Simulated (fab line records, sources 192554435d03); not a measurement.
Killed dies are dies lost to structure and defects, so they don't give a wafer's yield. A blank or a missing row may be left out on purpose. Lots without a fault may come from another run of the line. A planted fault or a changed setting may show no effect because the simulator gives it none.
Which tool did it? | flow n5_finfet | 6 lots, 16 wafers sampled, at 4 steps of a route of 1938

WHAT THE GAUGES READ, wafer by wafer
N5_PASSIVATION_CD_MEAS_44: target cd 40000 nm.
lot  | measured     | on        | cd_nm (nm)
L151 | day 12 13:29 | cd_sem-03 | 39986 39994 39990
L153 | day 13 16:24 | cd_sem-03 | 39997 39996 39992
L160 | day 15 00:41 | cd_sem-02 | 39993 39997 39997
L159 | day 15 01:17 | cd_sem-02 | 39993 39990
L163 | day 15 23:33 | cd_sem-01 | 39998 39993 39990
L171 | day 18 23:02 | cd_sem-02 | 39993 39996

WHICH TOOL RAN EACH LOT (tool, then ch and the chambers of the sampled wafers, then the start)
lot  | N5_BEOL_M5_CVD_47                | N5_PASSIVATION_DESCUM_12           | N5_PASSIVATION_ETCH_15
L151 | cvd_co-02 ch 0,1, day 8 18:52    | rie_diel-05 ch 0,2,3, day 12 10:10 | rie_diel-05 ch 0,2,3, day 12 13:29 or earlier
L153 | cvd_co-01 ch 0,1,2, day 9 18:11  | rie_diel-05 ch 0,2,3, day 13 12:00 | rie_diel-05 ch 0,2,3, day 13 16:24 or earlier
L160 | cvd_co-01 ch 0,2, day 11 04:25   | rie_diel-01 ch 0,1, day 14 21:13   | rie_diel-01 ch 0,1, day 15 00:41 or earlier
L159 | cvd_co-02 ch 0,1, day 11 07:44   | rie_diel-05 ch 0,3, day 14 21:56   | rie_diel-05 ch 0,3, day 15 01:17 or earlier
L163 | cvd_co-02 ch 0,1,2, day 12 03:32 | rie_diel-01 ch 0,1,2, day 15 19:59 | rie_diel-01 ch 0,1,2, day 15 23:33 or earlier
L171 | cvd_co-01 ch 0,1, day 14 17:50   | rie_diel-01 ch 0,2, day 18 19:25   | rie_diel-01 ch 0,2, day 18 23:02 or earlier
- N5_BEOL_M5_CVD_47: deposits Co from CCTBA/H2, target thk 3 nm, time 216 s.
- N5_PASSIVATION_DESCUM_12: chemistry O2, time 7.9 s.
- N5_PASSIVATION_ETCH_15: etches SiCN in CF4/N2, target depth 75 nm, time 81.2 s.

THE ANSWER, worked out from the rows above alone
Rule: what is usual is taken from the lots themselves. Put in order of their means at a reading, lots are off if they are a third of the lots or fewer, leave a main group of 4 or more, and stand apart from it by a gap of 3 or more times the standard deviation of the main group's means; of several such gaps the widest counts. A main group whose means are all the same, to the digits that the tables above print for the reading, isn't used. A lot without any number at a reading at which 4 lots or more have one is off too. The other lots that the step has rows for count as sound.
No lot is off at any reading shown: from this, nothing can be told.

WHAT THE SIMULATOR HAD PUT IN
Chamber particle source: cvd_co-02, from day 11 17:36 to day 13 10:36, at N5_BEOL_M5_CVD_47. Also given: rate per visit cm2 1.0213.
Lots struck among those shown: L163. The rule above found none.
